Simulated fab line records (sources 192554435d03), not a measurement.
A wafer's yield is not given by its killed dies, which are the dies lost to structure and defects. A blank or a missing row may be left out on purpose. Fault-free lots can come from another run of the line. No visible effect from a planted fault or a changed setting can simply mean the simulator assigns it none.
Split-lot experiment :: flow n5Finfet :: on a route of 1938 steps: 7 lots, 21 wafers read

THE SPLIT
At N5_BEOL_M15_COAT_22 (resist thk 800 nm), the setting spinRpm was moved away from the recipe's 1704 rpm on 8 of the 21 wafers read, by -10.9% to +5.9%. For the rest of the wafers, this setting stayed at what the recipe calls for.

The reading is taken at the split's own step.

THE READING
coat_of_BEOL_M15_COAT_22.thkNm (the simulator's own value, which no gauge read), in nm, at N5_BEOL_M15_COAT_22 (resist thk 800 nm). No usual value for it is given in the file. The 13 wafers here that ran the recipe average 799.5 nm, standard deviation 1.3 nm.

wafer: L074.1
tool, chamber at the split: lithoTrack-03, 0
spinRpm as run, rpm: 1704
against the recipe: recipe
coat_of_BEOL_M15_COAT_22.thkNm, nm: 798.4
against lot-mates on the recipe: -

wafer: L074.2
tool, chamber at the split: lithoTrack-03, 0
spinRpm as run, rpm: 1704
against the recipe: recipe
coat_of_BEOL_M15_COAT_22.thkNm, nm: 799.4
against lot-mates on the recipe: -

wafer: L074.4
tool, chamber at the split: lithoTrack-03, 0
spinRpm as run, rpm: 1535
against the recipe: -9.9%
coat_of_BEOL_M15_COAT_22.thkNm, nm: 841.8
against lot-mates on the recipe: +42.9

wafer: L081.2
tool, chamber at the split: lithoTrack-05, 0
spinRpm as run, rpm: 1805
against the recipe: +5.9%
coat_of_BEOL_M15_COAT_22.thkNm, nm: 779.2
against lot-mates on the recipe: -20.2

wafer: L081.3
tool, chamber at the split: lithoTrack-05, 0
spinRpm as run, rpm: 1704
against the recipe: recipe
coat_of_BEOL_M15_COAT_22.thkNm, nm: 799.4
against lot-mates on the recipe: -

wafer: L081.5
tool, chamber at the split: lithoTrack-05, 0
spinRpm as run, rpm: 1805
against the recipe: +5.9%
coat_of_BEOL_M15_COAT_22.thkNm, nm: 780.2
against lot-mates on the recipe: -19.2

wafer: L088.2
tool, chamber at the split: lithoTrack-03, 0
spinRpm as run, rpm: 1519
against the recipe: -10.9%
coat_of_BEOL_M15_COAT_22.thkNm, nm: 843
against lot-mates on the recipe: +46.8

wafer: L088.3
tool, chamber at the split: lithoTrack-03, 0
spinRpm as run, rpm: 1704
against the recipe: recipe
coat_of_BEOL_M15_COAT_22.thkNm, nm: 796.2
against lot-mates on the recipe: -

wafer: L088.6
tool, chamber at the split: lithoTrack-03, 0
spinRpm as run, rpm: 1519
against the recipe: -10.9%
coat_of_BEOL_M15_COAT_22.thkNm, nm: 842
against lot-mates on the recipe: +45.8

wafer: L089.2
tool, chamber at the split: lithoTrack-05, 0
spinRpm as run, rpm: 1799
against the recipe: +5.6%
coat_of_BEOL_M15_COAT_22.thkNm, nm: 780.8
against lot-mates on the recipe: -19.7

wafer: L089.3
tool, chamber at the split: lithoTrack-05, 0
spinRpm as run, rpm: 1704
against the recipe: recipe
coat_of_BEOL_M15_COAT_22.thkNm, nm: 799.6
against lot-mates on the recipe: -

wafer: L089.4
tool, chamber at the split: lithoTrack-05, 0
spinRpm as run, rpm: 1704
against the recipe: recipe
coat_of_BEOL_M15_COAT_22.thkNm, nm: 801.4
against lot-mates on the recipe: -

wafer: L091.2
tool, chamber at the split: lithoTrack-05, 0
spinRpm as run, rpm: 1704
against the recipe: recipe
coat_of_BEOL_M15_COAT_22.thkNm, nm: 801
against lot-mates on the recipe: -

wafer: L091.4
tool, chamber at the split: lithoTrack-05, 0
spinRpm as run, rpm: 1704
against the recipe: recipe
coat_of_BEOL_M15_COAT_22.thkNm, nm: 799
against lot-mates on the recipe: -

wafer: L091.5
tool, chamber at the split: lithoTrack-05, 0
spinRpm as run, rpm: 1704
against the recipe: recipe
coat_of_BEOL_M15_COAT_22.thkNm, nm: 799
against lot-mates on the recipe: -

wafer: L094.1
tool, chamber at the split: lithoTrack-04, 0
spinRpm as run, rpm: 1523
against the recipe: -10.6%
coat_of_BEOL_M15_COAT_22.thkNm, nm: 850.2
against lot-mates on the recipe: +51.0

wafer: L094.4
tool, chamber at the split: lithoTrack-04, 0
spinRpm as run, rpm: 1704
against the recipe: recipe
coat_of_BEOL_M15_COAT_22.thkNm, nm: 799.2
against lot-mates on the recipe: -

wafer: L094.6
tool, chamber at the split: lithoTrack-04, 0
spinRpm as run, rpm: 1523
against the recipe: -10.6%
coat_of_BEOL_M15_COAT_22.thkNm, nm: 848.2
against lot-mates on the recipe: +49.0

wafer: L096.1
tool, chamber at the split: lithoTrack-04, 0
spinRpm as run, rpm: 1704
against the recipe: recipe
coat_of_BEOL_M15_COAT_22.thkNm, nm: 799.8
against lot-mates on the recipe: -

wafer: L096.4
tool, chamber at the split: lithoTrack-04, 0
spinRpm as run, rpm: 1704
against the recipe: recipe
coat_of_BEOL_M15_COAT_22.thkNm, nm: 799.8
against lot-mates on the recipe: -

wafer: L096.6
tool, chamber at the split: lithoTrack-04, 0
spinRpm as run, rpm: 1704
against the recipe: recipe
coat_of_BEOL_M15_COAT_22.thkNm, nm: 800.8
against lot-mates on the recipe: -

FIT RESULTS
A straight line over all 21 wafers: coat_of_BEOL_M15_COAT_22.thkNm changes by -4.1 nm for each +1% of spinRpm; r = -0.99; the points scatter about the line by 2.7 nm.
The same after taking each lot's own level away (the mean of its wafers on the recipe; 21 wafers): -4.22 nm for each +1%; r = -1.00; scatter 2.3 nm.
Per that fit: largest spinRpm move, reading shift of 46 nm.
Across the lots, their own levels run from 796.20 to 800.50 nm, a range of 3.4 times the standard deviation given above.
The two slopes agree, so the slope changes little with the lot-to-lot level.
Check: for one of the wafers moved furthest among these (-10.9%), held out of the fit, the line's prediction against its lot-mates is +47.2 nm. It came out at +46.8 nm against them.

FURTHER SPLITS ON THESE WAFERS
Before the reading, these wafers also passed through other splits. Each is held against what the fit with the lots' levels taken away leaves over:
other split on the same wafers: N5_BEOL_M11_EXPOSE_08 doseMj
wafers away from the commonest value: 6
r with coat_of_BEOL_M15_COAT_22.thkNm (lot level and that fit taken away): +0.19

other split on the same wafers: N5_BEOL_M12_COAT_65 spinRpm
wafers away from the commonest value: 8
r with coat_of_BEOL_M15_COAT_22.thkNm (lot level and that fit taken away): +0.18

other split on the same wafers: N5_BEOL_M13_COAT_66 spinRpm
wafers away from the commonest value: 7
r with coat_of_BEOL_M15_COAT_22.thkNm (lot level and that fit taken away): +0.25

other split on the same wafers: N5_BEOL_M13_CMP_49 downForcePsi
wafers away from the commonest value: 6
r with coat_of_BEOL_M15_COAT_22.thkNm (lot level and that fit taken away): -0.15

other split on the same wafers: N5_BEOL_M14_COAT_58 spinRpm
wafers away from the commonest value: 4
r with coat_of_BEOL_M15_COAT_22.thkNm (lot level and that fit taken away): +0.24

THE FILE'S OWN FIT
coat_of_BEOL_M15_COAT_22.thkNm changes by -4.26 nm for each +1% of spinRpm, r = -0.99.
